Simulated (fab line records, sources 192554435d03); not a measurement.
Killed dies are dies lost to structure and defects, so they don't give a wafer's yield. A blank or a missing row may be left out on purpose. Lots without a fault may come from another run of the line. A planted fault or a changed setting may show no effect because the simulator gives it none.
A struck lot beside a sound one | flow n5_finfet | 15 steps out of a route of 1938
Sound: wafers L344.1, L344.2, L344.5. Struck: wafers L346.1, L346.2, L346.3. The cause comes at the end.
At each step with rows: each side's tool, then ch and its chambers, then its first start. Under that, the readings that differ: sound wafers | struck wafers | difference of the means | sigmas: that difference in standard deviations of wafers without a fault.
alike: readings whose means differ by less than 2 such deviations, and words and numbers that are the same on both sides. not compared: withheld readings, readings that some wafer has no value for, bounds like >300 that may hide the same value, and numbers for which the record gives no deviation and whose values overlap.
The two part at a step that has a row with sigmas, a row that says differs or no value, or rows on one side only. Numbers that don't overlap but have no deviation are shown without sigmas and don't part them. A reading that every wafer of one side lacks parts them only if that side has two wafers or more.

first, 6 steps without rows for these wafers: N5_BEOL_M12_EBR_06; N5_BEOL_M12_SOFTBAKE_05 (time 60 s); N5_BEOL_M12_EXPOSE_07 (exposes mask V11); N5_BEOL_M12_PEB_08 (peb time 90 s); N5_BEOL_M12_DEVELOP_09 (develop time 45 s); N5_BEOL_M12_HARDBAKE_14 (time 120 s).
N5_BEOL_M12_CD_MEAS_10: target cd 140 nm.
  sound on cd_sem-01 ch 0, day 11 08:55; struck on cd_sem-01 ch 0, day 12 07:01
  alike: cd_nm
N5_BEOL_M12_OVL_MEAS_11:
  sound on overlay-01 ch 0, day 11 08:56; struck on overlay-01 ch 0, day 12 07:03
  alike: V11_OVL
N5_BEOL_M12_INSPECT_12: inspects for defects (macro).
  sound on defect_inspect-01, day 11 08:58; struck on defect_inspect-02, day 12 07:04
  alike: raw_defect_count
N5_BEOL_M12_DESCUM_15: chemistry O2, time 7.9 s.
  sound on rie_diel-05 ch 0,1,2, day 11 09:00; struck on rie_diel-02 ch 0,1,3, day 12 07:07
  alike: bias_power_w, chamber_pressure_mTorr, drypump_motor_current_A, oes_product_au, rf_vpp_V, showerhead_plenum_p_Torr, throttle_valve_pct
  not compared: rf_hours_counter_h
N5_BEOL_M12_ETCH_59: etches BARC in N2/H2, target depth 89 nm, overetch 26.7 nm, time 67.9 s.
  sound on rie_diel-05 ch 0,1,2, day 11 09:02; struck on rie_diel-02 ch 0,1,3, day 12 07:08
  alike: chamber_pressure_mTorr, drypump_motor_current_A, oes_product_au, rf_vpp_V, showerhead_plenum_p_Torr, throttle_valve_pct
  not compared: rf_hours_counter_h
N5_BEOL_M12_VIA_ETCH_16: etches SiOC in C4F8/O2/Ar, target depth 724.8 nm.
  sound on rie_diel-05 ch 0,1,2, day 11 09:05; struck on rie_diel-02 ch 0,1,3, day 12 07:11
  alike: chamber_pressure_mTorr, drypump_motor_current_A, oes_product_au, rf_vpp_V, showerhead_plenum_p_Torr, throttle_valve_pct
N5_BEOL_M12_STRIP_63: strips in N2/H2.
  sound on plasma_asher-02 ch 0,1, day 11 09:17; struck on plasma_asher-01 ch 0,1, day 12 07:23
  no value came back on the struck wafers for any of 5 readings (chamber_pressure_mTorr (mTorr), drypump_motor_current_A (A) and others); on the sound wafers chamber_pressure_mTorr (mTorr) reads 1000.0 1000.0 998.7
  reading                                    | sound | struck            | difference | sigmas
  model.coat_of_BEOL_M12_COAT_04.thk_nm (nm) | 0 0 0 | 123.2 126.8 125.8 | +125.3     |
  not compared: rf_hours_counter_h
N5_BEOL_M12_STRIP_64: strips in N2/H2.
  sound on plasma_asher-02 ch 0,1, day 11 09:20; struck on plasma_asher-01 ch 0,1, day 12 07:27
  reading                      | sound             | struck            | difference | sigmas
  oes_product_au (a.u.)        | 0.720 0.716 0.722 | 0.813 0.817 0.816 | +0.096     | +21
  strip_time_to_endpoint_s (s) | 31.21 31.26 31.31 | 65.85 66.73 66.45 | +35.08     | +99 or more
  alike: drypump_motor_current_A, h2_flow_sccm, heater_power_w
  not compared: rf_hours_counter_h
then, 1 step without rows for these wafers: N5_BEOL_M12_STRIP_71 (strips in post etch residue remover, time 60 s).

WHERE THEY PART
First at N5_BEOL_M12_STRIP_63; last, within this record, at N5_BEOL_M12_STRIP_64.

WHY: what the simulator had put in
Skipped step whole: plasma_asher-01, from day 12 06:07 on, at N5_BEOL_M12_STRIP_63. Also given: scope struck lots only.
